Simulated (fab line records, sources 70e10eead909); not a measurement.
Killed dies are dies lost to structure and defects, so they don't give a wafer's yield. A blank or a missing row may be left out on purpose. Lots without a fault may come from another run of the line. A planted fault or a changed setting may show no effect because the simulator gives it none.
A struck lot beside a sound one | flow nand_harc | 14 steps out of a route of 1302
Sound: wafers L623.3, L623.5, L623.6. Struck: wafers L615.1, L615.3, L615.4. The cause comes at the end.
At each step with rows: each side's tool, then ch and its chambers, then its first start. Under that, the readings that differ: sound wafers | struck wafers | difference of the means | sigmas: that difference in standard deviations of wafers without a fault.
alike: readings whose means differ by less than 2 such deviations, and words and numbers that are the same on both sides. not compared: withheld readings, readings that some wafer has no value for, bounds like >300 that may hide the same value, and numbers for which the record gives no deviation and whose values overlap.
The two part at a step that has a row with sigmas, a row that says differs or no value, or rows on one side only. Numbers that don't overlap but have no deviation are shown without sigmas and don't part them. A reading that every wafer of one side lacks parts them only if that side has two wafers or more.

NHARC_A_M1_INSPECT_27:
  sound on defect_inspect-02, day 32 03:40; struck on defect_inspect-01, day 28 10:29
  alike: raw_defect_count
NHARC_A_M1_PRE_CLEAN_32: time 12 s.
  sound on pecvd-03 ch 0,1, day 32 03:46; struck on pecvd-03 ch 0,1, day 28 10:33
  alike: heater_power_w
  not compared: since_wet_clean_h
NHARC_A_M1_DEP_33: deposits SiCN, target thk 30 nm.
  sound on pecvd-03 ch 0,1, day 32 03:54; struck on pecvd-03 ch 0,1, day 28 10:38
  alike: heater_power_w
  not compared: since_wet_clean_h
NHARC_A_BONDPAD_DEP_00: deposits SiCN, target thk 250 nm.
  sound on pecvd-03 ch 1,2; struck on pecvd-04 ch 1,2, day 28 11:11
  alike: heater_power_w
  not compared: since_wet_clean_h
NHARC_A_BONDPAD_CMP_29: polishes SiCN, target thk 200 nm.
  sound on cmp-04 ch 0,3, day 32 04:48; struck on cmp-03 ch 0,2,3, day 28 11:35
  alike: motor_current_A
NHARC_A_BONDPAD_THK_MEAS_30: measures by ellipsometry.
  sound on film_metro-02, day 32 05:02; struck on film_metro-02, day 28 11:50
  alike: thk_nm
then, 5 steps without rows for these wafers: NHARC_A_BONDPAD_SRD_31; NHARC_A_BONDPAD_DEHYDRATE_01 (time 120 s); NHARC_A_BONDPAD_HMDS_02 (time 30 s); NHARC_A_BONDPAD_COAT_33 (time 65 s); NHARC_A_BONDPAD_COAT_03 (resist thk 600 nm).
NHARC_A_BONDPAD_SOFTBAKE_04: time 70 s.
  sound on litho_track-05 ch 0, day 32 05:00; struck on litho_track-05 ch 0, day 28 11:00
  reading                  | sound             | struck            | difference | sigmas
  heater_power_total_W (W) | 200.7 200.4 202.0 | 209.2 208.8 206.8 | +7.2       | +6
  alike: resist_line_temp_C
then, 1 step without rows for these wafers: NHARC_A_BONDPAD_EBR_05.
NHARC_END_SORT_01:
  sound on prober-01 ch 0, day 33 17:16; struck on prober-02 ch 0, day 29 19:31
  reading         | sound | struck | difference | sigmas
  killed_at_other | 1 4 5 | 1 0 0  | -3         | -2
  alike: defect_limited_yield, killed_at_array, killed_at_periphery, killed_dies, killed_open, killed_short, sort_bin_2_pct, sort_bin_3_pct, sort_bin_4_pct, sort_n_pass, sort_rim_yield_pct, sort_yield_pct

WHERE THEY PART
First at NHARC_A_BONDPAD_SOFTBAKE_04; last, within this record, at NHARC_END_SORT_01.

WHY: what the simulator had put in
Process parameter drift: litho_track-05, from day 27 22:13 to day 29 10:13, at NHARC_A_BONDPAD_SOFTBAKE_04. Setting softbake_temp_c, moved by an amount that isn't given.
